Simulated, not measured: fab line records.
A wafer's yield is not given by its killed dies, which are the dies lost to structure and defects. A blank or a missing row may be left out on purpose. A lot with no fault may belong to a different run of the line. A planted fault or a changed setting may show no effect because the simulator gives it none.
Split-lot trial + flow n5 finfet + route with 1938 steps; 7 lots, 21 wafers read

## THE SPLIT
At N5_BEOL_M15_EXPOSE_07 (exposes mask V14), the setting dose mj was moved away from the recipe's 41.25 on 10 of the 21 wafers read, by -4.5% to +7.5%. All remaining wafers had this setting at the recipe value.

## FROM THE SPLIT TO THE READING: what the file shows between them, 10 steps
- N5_BEOL_M15_PEB_08: peb time 90 s
- N5_BEOL_M15_DEVELOP_09: develop time 45 s
- N5_BEOL_M15_HARDBAKE_14: time 120 s
- N5_BEOL_M15_CD_MEAS_10: target cd 360 nm
- N5_BEOL_M15_ETCH_59: etches BARC in N2/H2, target depth 89 nm, overetch 26.7 nm, time 67.9 s (also split here: time s)
- N5_BEOL_M15_VIA_ETCH_16: etches SiO2 in C4F8/O2/Ar, target depth 1792.2 nm
- N5_BEOL_M15_STRIP_63: strips in O2
- N5_BEOL_M15_STRIP_64: strips in O2
- N5_BEOL_M15_STRIP_65: strips in post etch residue remover, time 60 s
- N5_BEOL_M15_SRD_66: time 30 s, dry time 30 s

## THE READING
At N5_BEOL_M15_CD_MEAS_17: cd nm in nanometres, against a target cd of 360 nm. Typical for fault-free wafers on this fab line: 361.3 nm, with standard deviation 1.1 nm.

| wafer  | tool, chamber at the split | dose mj as run | against the recipe | cd nm, nm | against lot-mates on the recipe |
|--------|----------------------------|----------------|--------------------|-----------|---------------------------------|
| L079.2 | krf scanner-02, 0          | 43.05          | +4.4%              | 368.6     | +9.3                            |
| L079.4 | krf scanner-02, 0          | 41.25          | recipe             | 360.5     | -                               |
| L079.5 | krf scanner-02, 0          | 41.25          | recipe             | 358.1     | -                               |
| L084.1 | krf scanner-01, 0          | 41.25          | recipe             | 359.3     | -                               |
| L084.4 | krf scanner-01, 0          | 41.25          | recipe             | 359.8     | -                               |
| L084.6 | krf scanner-01, 0          | 41.25          | recipe             | 357.7     | -                               |
| L082.2 | krf scanner-02, 0          | 42.19          | +2.3%              | 367.0     | +5.6                            |
| L082.4 | krf scanner-02, 0          | 42.19          | +2.3%              | 364.0     | +2.6                            |
| L082.5 | krf scanner-02, 0          | 41.25          | recipe             | 361.4     | -                               |
| L080.1 | krf scanner-01, 0          | 41.25          | recipe             | 361.5     | -                               |
| L080.2 | krf scanner-01, 0          | 41.25          | recipe             | 361.8     | -                               |
| L080.6 | krf scanner-01, 0          | 41.25          | recipe             | 361.5     | -                               |
| L092.1 | krf scanner-01, 0          | 43.41          | +5.2%              | 368.1     | +7.5                            |
| L092.2 | krf scanner-01, 0          | 43.41          | +5.2%              | 367.1     | +6.5                            |
| L092.5 | krf scanner-01, 0          | 41.25          | recipe             | 360.6     | -                               |
| L091.1 | krf scanner-01, 0          | 39.38          | -4.5%              | 351.5     | no lot-mate on the recipe       |
| L091.3 | krf scanner-01, 0          | 39.38          | -4.5%              | 352.3     | no lot-mate on the recipe       |
| L091.4 | krf scanner-01, 0          | 39.38          | -4.5%              | 353.5     | no lot-mate on the recipe       |
| L097.2 | krf scanner-01, 0          | 41.25          | recipe             | 358.1     | -                               |
| L097.5 | krf scanner-01, 0          | 44.34          | +7.5%              | 373.3     | +15.2                           |
| L097.6 | krf scanner-01, 0          | 44.34          | +7.5%              | 373.7     | +15.6                           |

THE FIT
A straight line over all 21 wafers: cd nm changes by +1.72 nm for each +1% of dose mj; r = +0.97; the points scatter about the line by 1.5 nm.
The same after taking each lot's own level away (the mean of its wafers on the recipe; 18 wafers): +1.87 nm for each +1%; r = +0.97; scatter 1.4 nm.
Per that fit: largest dose mj move, reading shift of 14 nm.
From 358.10 to 361.60 nm: that is the span of the lots' own levels, equal to 3.2 times the standard deviation above.
Hence the lot-to-lot level has little effect on the slope; both slopes agree.
Check: for one of the wafers moved furthest among these (+7.5%), held out of the fit, the line's prediction against its lot-mates is +13.3 nm. Against them it came out at +15.2 nm.

## FURTHER SPLITS ON THESE WAFERS
Note: prior to the reading, these wafers also went through further splits. Each is held against what the fit with the lots' levels taken away leaves over:
| other split on the same wafers | wafers away from the commonest value | r with cd nm (lot level and that fit taken away) |
|--------------------------------|--------------------------------------|--------------------------------------------------|
| N5_BEOL_M15_ETCH_59 time s     | 9                                    | +0.14                                            |

## THE WHOLE CHAIN: every reading that the file lists as answering this split, in the file's order
| step                   | what it does     | reading | change (the file's fit)              | r (the file's) |
|------------------------|------------------|---------|--------------------------------------|----------------|
| N5_BEOL_M15_CD_MEAS_10 | target cd 360 nm | cd nm   | +1.67 nm for each +1% of the setting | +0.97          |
| N5_BEOL_M15_CD_MEAS_17 | target cd 360 nm | cd nm   | +1.88 nm for each +1% of the setting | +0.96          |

## THE FILE'S OWN FIT
cd nm changes by +1.88 nm for each +1% of dose mj, r = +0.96.
